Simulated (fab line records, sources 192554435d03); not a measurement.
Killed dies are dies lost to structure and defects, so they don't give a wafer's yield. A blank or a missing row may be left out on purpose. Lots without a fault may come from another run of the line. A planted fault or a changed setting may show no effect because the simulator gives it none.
fab line records | flow n5_finfet
record lots=7 wafers=21
route steps=1938 shown GATE_CUT@479 MOL_CONTACT_COAG@547 BEOL_M0_SAQP@658 BEOL_M1@761 BEOL_M2@841 BEOL_M3@969 BEOL_M4@1070
start_h: hours from the record's first day to the start of the lot's first wafer shown | wait_h: hours since the lot's step before | " the same as in the row above | L1.1+2: a row that stands for several wafers | - no value, or no start given | * or withheld: withheld | < > ~ a bound
route shown NAME@n: a module of which the file shows steps, and the number in the route of the first | usual: mean/standard deviation of fault-free wafers | same: alike in all rows | chamber/n: place in a boat | sites: the reading at each site | _std_site: their standard deviation | _edge_site: outer sites' mean less inner sites' | radius_mm: how far each site lies from the wafer's centre | mask NAME#n: copy n | behind: the tool/chamber that last shaped the wafer | hold: why the lot was held/for how many hours/how that ended | device: the transistor (n, p or np) that didn't switch | end of line: the same wafers' tests at the end of the route | a step without rows: its recipe alone | killed: dies lost to structure and defects at the first sort, not the wafer's yield | map: a wafer's dies, x killed, . not, _ none there
set.NAME: the setting as run; set.NAME@STEP: as run at that earlier step | model.NAME: the simulator's own value behind a step, which no gauge read
lots whose settings were changed on purpose; a table a step, a row a wafer
## steps
# step N5_GATE_CUT_COAT_35
# recipe resist=SiARC temp_c=220 time_s=60 spin_rpm=1500 resist_thk_nm=10
# columns lot.wafer tool chamber start_h wait_h set.spin_rpm model.SiARC_of_GATE_CUT_COAT_35.thk_nm
L074.1 litho_track-02 0 - - 1500 10
L074.2+3 " 0 " " 1432 10.2
L081.1+3 litho_track-02 0 - - 1500 10
L081.4 " 0 " " 1405 10.2
L086.3+4+5 litho_track-04 0 - - 1500 10
L090.1+3+4 litho_track-02 0 - - 1500 10
L092.3+5+6 litho_track-04 0 - - 1500 10
L095.3+6 litho_track-03 0 - - 1663 9.6
L095.4 " 0 " " 1500 10
L096.1+3+4 litho_track-04 0 - - 1500 10
# step N5_GATE_CUT_COAT_27
# recipe resist=underlayer temp_c=205 time_s=60 spin_rpm=1500 resist_thk_nm=10
# step N5_GATE_CUT_COAT_07
# recipe resist=CAR-EUV spin_rpm=1500 resist_thk_nm=30
# step N5_GATE_CUT_DESCUM_18
# recipe chemistry=O2 time_s=7 source_power_w=50 bias_power_w=20 pressure_mtorr=20 rf_frequency_hz=2.712e+07 temp_c=40 resist=CAR-EUV o2_flow_sccm=225
# step N5_GATE_CUT_ETCH_28
# recipe chemistry=N2/H2 target=underlayer target_depth_a=130 mask_material=CAR-EUV time_s=10.4 ion_energy_ev=200 pressure_mtorr=30 source_w=840 bias_w=150 n2_flow_sccm=200 h2_flow_sccm=200 ends=cleared
# step N5_GATE_CUT_ETCH_36
# recipe chemistry=CF4 target=SiARC target_depth_a=130 mask_material=CAR-EUV time_s=21.7 ion_energy_ev=80 pressure_mtorr=40 source_w=545 bias_w=36 Ar_flow_sccm=100 cf4_flow_sccm=100 ends=cleared
# columns lot.wafer tool chamber start_h wait_h set.spin_rpm@GATE_CUT_COAT_35 model.etch.depth_nm
L074.1 rie_diel-02 2 87.90 0.0 1500 9.988
L074.2 " 0 " " 1432 10.21
L074.3 " 1 " " 1432 10.23
L081.1 rie_diel-02 0 126.73 0.0 1500 9.961
L081.3 " 2 " " 1500 9.957
L081.4 " 1 " " 1405 10.3
L086.3 rie_diel-06 1 160.92 0.0 1500 9.992
L086.4 " 0 " " 1500 10.03
L086.5 " 1 " " 1500 10.02
L090.1 rie_diel-01 0 196.60 0.0 1500 9.958
L090.3 " 2 " " 1500 9.984
L090.4 " 3 " " 1500 9.952
L092.3+5 rie_diel-02 3,2 196.64 0.0 1500 10.01
L092.6 " 3 " " 1500 9.993
L095.3 rie_diel-06 2 210.27 0.0 1663 9.522
L095.4 " 0 " " 1500 10.04
L095.6 " 1 " " 1663 9.502
L096.1 rie_diel-01 3 220.16 0.0 1500 9.973
L096.3 " 0 " " 1500 9.968
L096.4 " 1 " " 1500 10
# step N5_MOL_CONTACT_COAG_SPUTTER_143
# recipe material=Co target_thk_a=25 temp_c=25 chamber_pressure_pa=0.2
# columns lot.wafer tool chamber start_h wait_h set.target_thk_a model.Co_of_MOL_CONTACT_COAG_SPUTTER_143.thk_nm
L074.1 pvd_sputter-01 - 94.23 0.0 23.3 2.2
L074.2 " - " " 23.3 2.4
L074.3 " - " " 25 2.6
L081.1+3 pvd_sputter-01 - 134.75 0.0 22.8 2.4
L081.4 " - " " 25 2.6
L086.3 pvd_sputter-02 - 167.40 0.0 25 2.4
L086.4+5 " - " " 27.97 2.8
L090.1+4 pvd_sputter-02 - 203.00 0.0 25 2.4
L090.3 " - " " 25 2.6
L092.3 pvd_sputter-01 - 204.76 0.0 25 2.6
L092.5+6 " - " " 28.05 3
L095.3 pvd_sputter-01 - 219.94 0.0 27.12 3
L095.4 " - " " 25 2.8
L095.6 " - " " 25 2.6
L096.1+3+4 pvd_sputter-01 - 227.26 0.0 25 2.6
# step N5_MOL_CONTACT_COAG_ALD_27
# recipe material=SiOC target_thk_a=170 temp_c=400 ald_precursor_family=carbosiloxane ald_co_reactant=H2-plasma pulse_time_s=1.5 time_s=2720 purge_time_s=2 co_reactant_purge_time_s=2 ald_cycles=340 pressure_torr=2
# columns lot.wafer tool chamber start_h wait_h set.time_s model.SiOC_of_MOL_CONTACT_COAG_ALD_27.thk_nm
L074.1 ald_sin-04 1 99.44 1.1 2720 17.2
L074.2 " 3 " " 2879 17
L074.3 " 2 " " 2720 17
L081.1+3 ald_sin-04 0,1 139.31 0.0 2720 17
L081.4 " 3 " " 2326 14.6
L086.3 ald_sin-04 1 171.31 0.0 3302 17
L086.4+5 " 3,1 " " 2720 17
L090.1+3+4 ald_sin-02 3,2,0 206.35 0.0 2720 17
L092.3 ald_sin-04 2 210.85 0.0 2720 17.2
L092.5 " 1 " " 2720 17
L092.6 " 2 " " 2492 15.6
L095.3 ald_sin-04 1 224.61 0.0 2720 17
L095.4+6 " 0,3 " " 2420 15.2
L096.1 ald_sin-04 2 232.78 0.0 2720 17
L096.3 " 3 " " 3016 16.8
L096.4 " 1 " " 3016 17
# step N5_BEOL_M0_SAQP_MANDREL_ETCH_20
# recipe target_depth_a=600 chemistry=HBr/Cl2 target=a-Si stop_on=SiNx bt_time_s=10 mask_material=SOC over_etch_frac=0.5 time_s=30 pressure_mtorr=10 icp_w=800 bias_w=75 HBr_flow_sccm=150 Cl2_flow_sccm=80 ends=end_point
# columns lot.wafer tool chamber start_h wait_h set.icp_w model.SOC_of_BEOL_M0_SAQP_COAT_81.thk_nm
L074.1+3 rie_si-01 0,1 122.93 0.0 922.3 74.8
L074.2 " 3 " " 800 75.8
L081.1+4 rie_si-01 2,1 151.19 0.0 866.6 75.2
L081.3 " 3 " " 800 75.6
L086.3+5 rie_si-02 3,0 184.50 0.0 859.7 75.4
L086.4 " 2 " " 800 76.4
L090.1 rie_si-04 3 220.58 0.0 800 75.4
L090.3 " 1 " " 800 75.2
L090.4 " 2 " " 800 76.2
L092.3 rie_si-04 3 224.35 0.0 854 75
L092.5 " 2 " " 800 76.4
L092.6 " 3 " " 854 74.8
L095.3+4 rie_si-02 0,2 237.74 0.0 800 76.2
L095.6 " 2 " " 800 76
L096.1 rie_si-04 0 245.40 0.0 686.6 77.6
L096.3 " 2 " " 686.6 77.4
L096.4 " 1 " " 800 75.6
# step N5_BEOL_M0_SAQP_COAT_105
# recipe resist=SOC temp_c=250 time_s=60 spin_rpm=1500 resist_thk_nm=100
# columns lot.wafer tool chamber start_h wait_h set.spin_rpm model.SOC_of_BEOL_M0_SAQP_COAT_105.thk_nm
L074.1 litho_track-04 0 125.24 0.3 1408 103.4
L074.2 " 0 " " 1408 103.6
L074.3 " 0 " " 1500 100.2
L081.1 litho_track-04 0 153.45 0.3 1589 97.6
L081.3 " 0 " " 1500 99.8
L081.4 " 0 " " 1500 100.2
L086.3 litho_track-04 0 186.60 0.2 1500 99.8
L086.4 " 0 " " 1500 100.2
L086.5 " 0 " " 1500 100
L090.1 litho_track-04 0 222.90 0.3 1500 100.6
L090.3 " 0 " " 1500 100
L090.4 " 0 " " 1500 100.4
L092.3+5+6 litho_track-03 0 226.29 0.2 1500 99.8
L095.3+4 litho_track-04 0 240.40 0.2 1500 100.2
L095.6 " 0 " " 1573 98
L096.1 litho_track-05 0 248.33 0.3 1500 100.2
L096.3+4 " 0 " " 1500 100.4
# step N5_BEOL_M1_EXPOSE_08
# recipe mask_id=M1 na=0.33 source_shape=dipole sigma_inner=0.369 sigma_outer=0.767 polarization=unpolarized dose_mj=33
# columns lot.wafer tool chamber start_h wait_h mask set.dose_mj
L074.1+3 euv_scanner-01 0 139.10 - M1#0 31.11
L074.2 " 0 " " M1#0 33
L081.1+3+4 euv_scanner-02 0 163.26 - M1#0 33
L086.3+4 euv_scanner-01 0 196.62 - M1#0 33
L086.5 " 0 " " M1#0 31.47
L090.1+3+4 euv_scanner-01 0 233.74 - M1#0 33
L092.3 euv_scanner-01 0 237.11 - M1#0 33.79
L092.5+6 " 0 " " M1#0 33
L095.3+4+6 euv_scanner-01 0 250.70 - M1#0 33
L096.1 euv_scanner-02 0 258.13 - M1#0 33.82
L096.3+4 " 0 " " M1#0 33
# step N5_BEOL_M1_PEB_09
# recipe peb_temp_c=100 peb_time_s=60 resist=CAR-EUV
# step N5_BEOL_M1_DEVELOP_10
# recipe develop_time_s=30 developer=TMAH resist=CAR-EUV rinse_liquid=surfactant_rinse dry=air_spin dev_temp_c=23
# step N5_BEOL_M1_CD_MEAS_11
# recipe target_cd_nm=17.05 landing_energy_ev=500 detector=se_inlens polarity=opening
# usual cd_nm=17.04/0.27
# columns lot.wafer tool chamber start_h wait_h set.dose_mj@BEOL_M1_EXPOSE_08 cd_nm
L074.1 cd_sem-01 0 139.23 - 31.11 16.13
L074.2 " 0 " " 33 17.08
L074.3 " 0 " " 31.11 15.54
L081.1 cd_sem-03 0 163.39 - 33 16.78
L081.3 " 0 " " 33 16.84
L081.4 " 0 " " 33 17.17
L086.3 cd_sem-03 0 196.73 - 33 17.25
L086.4 " 0 " " 33 17.00
L086.5 " 0 " " 31.47 16.45
L090.1 cd_sem-01 0 233.86 - 33 17.30
L090.3 " 0 " " 33 17.10
L090.4 " 0 " " 33 16.82
L092.3 cd_sem-03 0 237.23 - 33.79 17.77
L092.5 " 0 " " 33 17.00
L092.6 " 0 " " 33 17.09
L095.3 cd_sem-01 0 250.81 - 33 16.93
L095.4 " 0 " " 33 16.68
L095.6 " 0 " " 33 16.96
L096.1 cd_sem-03 0 258.26 - 33.82 17.30
L096.3 " 0 " " 33 17.08
L096.4 " 0 " " 33 16.80
# step N5_BEOL_M1_DESCUM_16
# recipe chemistry=O2 time_s=7 source_power_w=50 bias_power_w=20 pressure_mtorr=20 rf_frequency_hz=2.712e+07 temp_c=40 resist=CAR-EUV o2_flow_sccm=225
# step N5_BEOL_M1_ETCH_74
# recipe chemistry=N2/H2 target=underlayer target_depth_a=65 mask_material=CAR-EUV time_s=5.2 ion_energy_ev=200 pressure_mtorr=30 source_w=840 bias_w=150 n2_flow_sccm=200 h2_flow_sccm=200 ends=cleared
# columns lot.wafer tool chamber start_h wait_h set.dose_mj@BEOL_M1_EXPOSE_08 model.BEOL_M1.cd_offset_nm
L074.1 rie_diel-01 3 139.45 0.0 31.11 -1.2
L074.2 " 1 " " 33 0
L074.3 " 0 " " 31.11 -1.4
L081.1 rie_diel-06 3 163.54 0.0 33 -0.6
L081.3+4 " 0,2 " " 33 -0.4
L086.3 rie_diel-01 0 196.99 0.0 33 0.2
L086.4 " 2 " " 33 -0.2
L086.5 " 2 " " 31.47 -1
L090.1 rie_diel-02 0 234.02 0.0 33 0.4
L090.3 " 2 " " 33 0
L090.4 " 1 " " 33 0.2
L092.3 rie_diel-06 2 238.10 0.0 33.79 0.2
L092.5 " 2 " " 33 -0.2
L092.6 " 1 " " 33 0
L095.3+4+6 rie_diel-01 2,3,1 250.97 0.0 33 0
L096.1 rie_diel-01 2 258.42 0.0 33.82 0.4
L096.3 " 1 " " 33 -0.2
L096.4 " 0 " " 33 -0.4
# step N5_BEOL_M1_ETCH_64
# recipe chemistry=N2/H2 target=SOC target_depth_a=750 overetch_a=150 mask_material=SiARC temp_c=40 time_s=112.5 ion_energy_ev=200 pressure_mtorr=30 source_w=840 bias_w=150 n2_flow_sccm=200 h2_flow_sccm=200
# usual rf_vpp_V=523.2/2.7
# columns lot.wafer tool chamber start_h wait_h set.source_w rf_vpp_V
L074.1 rie_diel-01 3 139.49 0.0 777.7 537.2
L074.2 " 1 " " 840 522.3
L074.3 " 0 " " 840 524.7
L081.1 rie_diel-06 3 163.59 0.0 735.8 544.5
L081.3 " 0 " " 735.8 547.1
L081.4 " 2 " " 840 526.6
L086.3 rie_diel-01 0 197.03 0.0 797.7 532.7
L086.4 " 2 " " 840 525.4
L086.5 " 2 " " 840 524.0
L090.1 rie_diel-02 0 234.06 0.0 840 529.7
L090.3 " 2 " " 840 518.5
L090.4 " 1 " " 840 526.9
L092.3 rie_diel-06 2 238.15 0.0 840 525.1
L092.5 " 2 " " 908.6 512.5
L092.6 " 1 " " 840 517.2
L095.3 rie_diel-01 2 251.01 0.0 840 523.3
L095.4 " 3 " " 840 520.6
L095.6 " 1 " " 758.3 541.1
L096.1 rie_diel-01 2 258.46 0.0 698.4 556.4
L096.3 " 1 " " 840 523.0
L096.4 " 0 " " 698.4 555.5
# step N5_BEOL_M2_ILD_DEP_00
# recipe material=SiOC target_thk_a=790 temp_c=350 precursor=DEMS/O2 pressure_torr=5 rf_w=500 time_s=15.3
# columns lot.wafer tool chamber start_h wait_h set.time_s model.SiOC_of_BEOL_M2_ILD_DEP_00.thk_nm
L074.1 pecvd-03 1 148.65 0.0 14.38 73.6
L074.2 " 0 " " 15.3 78.6
L074.3 " 2 " " 15.3 78.4
L081.1 pecvd-03 2 173.53 0.0 15.3 79.4
L081.3 " 1 " " 13.35 68.2
L081.4 " 0 " " 13.35 69.2
L086.3 pecvd-03 1 205.71 0.0 15.3 77.8
L086.4 " 0 " " 13.83 72.4
L086.5 " 2 " " 15.3 79.6
L090.1 pecvd-01 2 252.01 0.0 15.3 78.4
L090.3 " 0 " " 15.3 77
L090.4 " 0 " " 15.3 78.2
L092.3 pecvd-01 0 257.04 0.0 13.22 66.4
L092.5 " 2 " " 13.22 68.6
L092.6 " 0 " " 15.3 78.6
L095.3 pecvd-01 2 264.28 0.0 16.69 85.6
L095.4 " 1 " " 15.3 80.2
L095.6 " 0 " " 15.3 79.6
L096.1+3+4 pecvd-03 1,2,2 272.41 0.0 15.3 78.4
# step N5_BEOL_M2_THK_MEAS_01
# recipe reads=SiOC_of_BEOL_M2_ILD_DEP_00
# usual M2_ILD_THK=78.8/1.1
# columns lot.wafer tool chamber start_h wait_h set.time_s@BEOL_M2_ILD_DEP_00 M2_ILD_THK[nm]
L074.1 film_metro-01 - 148.71 0.0 14.38 73.6
L074.2 " - " " 15.3 78.6
L074.3 " - " " 15.3 78.3
L081.1 film_metro-02 - 173.59 0.0 15.3 79.3
L081.3 " - " " 13.35 68.2
L081.4 " - " " 13.35 69.2
L086.3 film_metro-02 - 205.78 0.1 15.3 77.8
L086.4 " - " " 13.83 72.4
L086.5 " - " " 15.3 79.6
L090.1 film_metro-02 - 252.08 0.0 15.3 78.5
L090.3 " - " " 15.3 77.0
L090.4 " - " " 15.3 78.1
L092.3 film_metro-02 - 257.11 0.1 13.22 66.4
L092.5 " - " " 13.22 68.6
L092.6 " - " " 15.3 78.5
L095.3 film_metro-02 - 264.35 0.1 16.69 85.6
L095.4 " - " " 15.3 80.3
L095.6 " - " " 15.3 79.6
L096.1 film_metro-02 - 272.47 0.0 15.3 78.5
L096.3 " - " " 15.3 78.3
L096.4 " - " " 15.3 78.4
# step N5_BEOL_M2_COAT_05
# recipe resist=CAR-EUV spin_rpm=1500 resist_thk_nm=30
# columns lot.wafer tool chamber start_h wait_h set.spin_rpm model.CAR-EUV_of_BEOL_M2_COAT_05.thk_nm
L074.1 litho_track-04 0 - - 1577 29.4
L074.2 " 0 " " 1577 29.2
L074.3 " 0 " " 1500 30.2
L081.1+4 litho_track-03 0 - - 1500 30
L081.3 " 0 " " 1364 31.4
L086.3+4 litho_track-03 0 - - 1427 30.6
L086.5 " 0 " " 1427 30.8
L090.1+3+4 litho_track-04 0 - - 1500 30
L092.3 litho_track-02 0 - - 1601 29
L092.5+6 " 0 " " 1500 30
L095.3+4+6 litho_track-03 0 - - 1500 30
L096.1+4 litho_track-04 0 - - 1345 31.8
L096.3 " 0 " " 1500 30.2
# step N5_BEOL_M2_EXPOSE_08
# recipe mask_id=M2 na=0.33 source_shape=dipole sigma_inner=0.369 sigma_outer=0.767 polarization=unpolarized dose_mj=41.25
# columns lot.wafer tool chamber start_h wait_h mask set.dose_mj
L074.1+2+3 euv_scanner-01 0 149.97 - M2#0 43.09
L081.1+3+4 euv_scanner-02 0 174.96 - M2#0 41.25
L086.3+4 euv_scanner-02 0 208.47 - M2#0 41.25
L086.5 " 0 " " M2#0 42.7
L090.1+3+4 euv_scanner-01 0 252.44 - M2#0 41.25
L092.3+5+6 euv_scanner-02 0 257.60 - M2#0 41.25
L095.3+6 euv_scanner-02 0 265.14 - M2#0 41.25
L095.4 " 0 " " M2#0 42.57
L096.1+3+4 euv_scanner-02 0 273.40 - M2#0 41.25
# step N5_BEOL_M2_PEB_09
# recipe peb_temp_c=100 peb_time_s=60 resist=CAR-EUV
# step N5_BEOL_M2_DEVELOP_10
# recipe develop_time_s=30 developer=TMAH resist=CAR-EUV rinse_liquid=surfactant_rinse dry=air_spin dev_temp_c=23
# columns lot.wafer tool chamber start_h wait_h set.spin_rpm@BEOL_M2_COAT_05 model.CAR-EUV_of_BEOL_M2_COAT_05.thk_nm
L074.1 litho_track-03 0 - - 1577 29
L074.2 " 0 " " 1577 28.8
L074.3 " 0 " " 1500 29.8
L081.1+4 litho_track-04 0 - - 1500 29.6
L081.3 " 0 " " 1364 31
L086.3+4+5 litho_track-04 0 - - 1427 30.2
L090.1+3 litho_track-02 0 - - 1500 29.4
L090.4 " 0 " " 1500 29.6
L092.3 litho_track-04 0 - - 1601 28.6
L092.5 " 0 " " 1500 29.4
L092.6 " 0 " " 1500 29.6
L095.3+4+6 litho_track-04 0 - - 1500 29.6
L096.1 litho_track-04 0 - - 1345 31.4
L096.3 " 0 " " 1500 29.8
L096.4 " 0 " " 1345 31.2
# step N5_BEOL_M2_DEP_57
# recipe material=SiCN target_thk_a=80 temp_c=withheld precursor=3MS/NH3 pressure_torr=3 rf_w=202 time_s=14
# columns lot.wafer tool chamber start_h wait_h set.time_s model.SiCN_of_BEOL_M2_DEP_57.thk_nm
L074.1 pecvd-02 2 170.61 0.0 15.45 8.4
L074.2 " 0 " " 14 7.8
L074.3 " 1 " " 15.45 8.8
L081.1 pecvd-01 2 184.30 0.0 14 8
L081.3 " 0 " " 14 7.8
L081.4 " 2 " " 16.09 9.2
L086.3 pecvd-01 0 236.70 0.0 14 7.6
L086.4 " 2 " " 14 8
L086.5 " 1 " " 12.28 7
L090.1 pecvd-01 0 269.35 0.0 14 7.8
L090.3+4 " 2,1 " " 14 8
L092.3 pecvd-02 0 269.60 0.0 12.49 6.8
L092.5 " 0 " " 14 8
L092.6 " 1 " " 12.49 7.2
L095.3+4 pecvd-02 1 281.92 0.0 15.61 9
L095.6 " 0 " " 15.61 9.2
L096.1+4 pecvd-03 2,0 291.44 0.0 14 8
L096.3 " 0 " " 14 7.8
# step N5_BEOL_M3_DESCUM_33
# recipe chemistry=O2 time_s=7 source_power_w=50 bias_power_w=20 pressure_mtorr=20 rf_frequency_hz=2.712e+07 temp_c=40 resist=CAR-EUV o2_flow_sccm=225
# columns lot.wafer tool chamber start_h wait_h set.time_s model.CAR-EUV_of_BEOL_M3_COAT_22.thk_nm
L074.1 rie_diel-06 2 174.21 0.1 7 26.4
L074.2 " 1 " " 6.477 26.6
L074.3 " 3 " " 7 26.2
L081.1 rie_diel-01 1 186.40 0.0 7 26.2
L081.3 " 3 " " 7.603 25.6
L081.4 " 0 " " 7.603 25.8
L086.3 rie_diel-06 0 239.00 0.0 7 26
L086.4 " 1 " " 7.6 25.8
L086.5 " 1 " " 7.6 25.6
L090.1+3+4 rie_diel-01 0,3,1 271.37 0.0 7 26
L092.3 rie_diel-06 3 272.25 0.0 7 26.2
L092.5+6 " 0,1 " " 5.617 26.8
L095.3 rie_diel-01 1 283.78 0.0 7 26
L095.4+6 " 0,2 " " 8.104 25.6
L096.1 rie_diel-01 0 294.03 0.0 7 26
L096.3+4 " 3,2 " " 7 26.2
# step N5_BEOL_M4_TRENCH_ETCH_37
# recipe chemistry=C4F6/O2 target_depth_a=555.55 target=SiOC time_s=29.2 ion_energy_ev=250 pressure_mtorr=30 source_w=355 bias_w=185 Ar_flow_sccm=300 C4F6_flow_sccm=10 O2_flow_sccm=10
# usual rf_vpp_V=664/14
# columns lot.wafer tool chamber start_h wait_h set.bias_w rf_vpp_V
L074.1 rie_diel-05 1 - - 197.5 693
L074.2 " 2 " " 185 671
L074.3 " 3 " " 197.5 691
L081.1 rie_diel-03 3 - - 212.1 763
L081.3 " 2 " " 185 671
L081.4 " 0 " " 212.1 721
L086.3 rie_diel-05 0 - - 185 664
L086.4 " 3 " " 196.9 689
L086.5 " 2 " " 196.9 704
L090.1 rie_diel-03 0 - - 185 645
L090.3 " 2 " " 185 671
L090.4 " 3 " " 185 683
L092.3 rie_diel-03 0 - - 185 646
L092.5 " 1 " " 217.8 776
L092.6 " 0 " " 185 646
L095.3 rie_diel-03 3 - - 185 686
L095.4 " 1 " " 185 682
L095.6 " 1 " " 185 681
L096.1 rie_diel-04 2 - - 185 661
L096.3 " 1 " " 202.2 715
L096.4 " 3 " " 185 649
## key
split step=N5_GATE_CUT_COAT_35 setting=spin_rpm stated=1500 by=wafer
response step=N5_GATE_CUT_COAT_35 reading=model.SiARC_of_GATE_CUT_COAT_35.thk_nm change=-0.0365 per=1% r=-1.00
response step=N5_GATE_CUT_ETCH_36 reading=model.etch.depth_nm change=-0.0498 per=1% r=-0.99
split step=N5_MOL_CONTACT_COAG_SPUTTER_143 setting=target_thk_a stated=25 by=wafer
response step=N5_MOL_CONTACT_COAG_SPUTTER_143 reading=model.Co_of_MOL_CONTACT_COAG_SPUTTER_143.thk_nm change=+0.0329 per=1% r=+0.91
split step=N5_MOL_CONTACT_COAG_ALD_27 setting=time_s stated=2720 by=wafer
response step=N5_MOL_CONTACT_COAG_ALD_27 reading=model.SiOC_of_MOL_CONTACT_COAG_ALD_27.thk_nm shape=bent at_lowest=14.6 at_stated=17.03 at_highest=17
split step=N5_BEOL_M0_SAQP_MANDREL_ETCH_20 setting=icp_w stated=800 by=wafer
response step=N5_BEOL_M0_SAQP_MANDREL_ETCH_20 reading=model.SOC_of_BEOL_M0_SAQP_COAT_81.thk_nm change=-0.104 per=1% r=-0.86
split step=N5_BEOL_M0_SAQP_COAT_105 setting=spin_rpm stated=1500 by=wafer
response step=N5_BEOL_M0_SAQP_COAT_105 reading=model.SOC_of_BEOL_M0_SAQP_COAT_105.thk_nm change=-0.468 per=1% r=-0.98
split step=N5_BEOL_M1_EXPOSE_08 setting=dose_mj stated=33 by=wafer
response step=N5_BEOL_M1_CD_MEAS_11 reading=cd_nm change=+0.195 per=1% r=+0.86
response step=N5_BEOL_M1_ETCH_74 reading=model.BEOL_M1.cd_offset_nm change=+0.22 per=1% r=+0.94
split step=N5_BEOL_M1_ETCH_64 setting=source_w stated=840 by=wafer
response step=N5_BEOL_M1_ETCH_64 reading=rf_vpp_V change=-1.75 per=1% r=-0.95
split step=N5_BEOL_M2_ILD_DEP_00 setting=time_s stated=15.3 by=wafer
response step=N5_BEOL_M2_ILD_DEP_00 reading=model.SiOC_of_BEOL_M2_ILD_DEP_00.thk_nm change=+0.769 per=1% r=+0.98
response step=N5_BEOL_M2_THK_MEAS_01 reading=M2_ILD_THK change=+0.761 per=1% r=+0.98
split step=N5_BEOL_M2_COAT_05 setting=spin_rpm stated=1500 by=wafer
response step=N5_BEOL_M2_COAT_05 reading=model.CAR-EUV_of_BEOL_M2_COAT_05.thk_nm change=-0.156 per=1% r=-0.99
response step=N5_BEOL_M2_DEVELOP_10 reading=model.CAR-EUV_of_BEOL_M2_COAT_05.thk_nm change=-0.149 per=1% r=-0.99
split step=N5_BEOL_M2_EXPOSE_08 setting=dose_mj stated=41.25 by=wafer
response none clear
split step=N5_BEOL_M2_DEP_57 setting=time_s stated=14 by=wafer
response step=N5_BEOL_M2_DEP_57 reading=model.SiCN_of_BEOL_M2_DEP_57.thk_nm change=+0.0809 per=1% r=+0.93
split step=N5_BEOL_M3_DESCUM_33 setting=time_s stated=7 by=wafer
response step=N5_BEOL_M3_DESCUM_33 reading=model.CAR-EUV_of_BEOL_M3_COAT_22.thk_nm change=-0.0324 per=1% r=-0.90
split step=N5_BEOL_M4_TRENCH_ETCH_37 setting=bias_w stated=185 by=wafer
response step=N5_BEOL_M4_TRENCH_ETCH_37 reading=rf_vpp_V change=+6.04 per=1% r=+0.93
